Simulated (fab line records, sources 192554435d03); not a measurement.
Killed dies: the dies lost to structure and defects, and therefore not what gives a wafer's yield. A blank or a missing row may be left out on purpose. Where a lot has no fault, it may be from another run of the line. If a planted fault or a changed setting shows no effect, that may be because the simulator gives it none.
Matching of chambers + flow n5_finfet + N5_BEOL_M14_TRENCH_ETCH_34 on rie_diel-02 has 4 sister chambers
The step etches SiO2 in C4F8/O2/Ar, target depth 556.65 nm, time 126.9 s. 4 wafers are shown with their chamber, then 9 later ones without.

## WAFERS WITH THEIR CHAMBER
| wafer  | chamber | rf_vpp_V (V) |
|--------|---------|--------------|
| L088.1 | 3       | 2234         |
| L087.3 | 2       | 2173         |
| L087.4 | 1       | 2261         |
| L087.6 | 0       | 2311         |

## WAFERS WHOSE CHAMBER IS MISSING
| wafer  | rf_vpp_V (V) |
|--------|--------------|
| L090.1 | 2170         |
| L090.2 | 2309         |
| L090.4 | 2171         |
| L093.1 | 2310         |
| L093.2 | 2261         |
| L093.5 | 2260         |
| L092.1 | 2309         |
| L092.3 | 2234         |
| L092.4 | 2170         |

## WHICH CHAMBER EACH ONE RAN IN
| wafer  | from the rows above | in truth |
|--------|---------------------|----------|
| L090.1 | 2                   | 2        |
| L090.2 | 0                   | 0        |
| L090.4 | 2                   | 2        |
| L093.1 | 0                   | 0        |
| L093.2 | 1                   | 1        |
| L093.5 | 1                   | 1        |
| L092.1 | 0                   | 0        |
| L092.3 | 3                   | 3        |
| L092.4 | 2                   | 2        |
Correct placement for 9 of the 9. Not placeable from these rows: 0. 0 placed wrongly.
How it was worked out, from the rows above alone: a wafer's distance from a chamber is the root of the sum, over the readings, of the square of ((its reading less the chamber's mean) divided by the reading's scatter). If the next closest chamber is less than 2 further off than the closest, the wafer can't be placed; otherwise it belongs to the closest. Each chamber's mean is taken over the wafers shown for it. The scatter (one wafer shown for each chamber): square how far every hidden wafer sits from the nearest shown wafer, average those squares and take the square root.
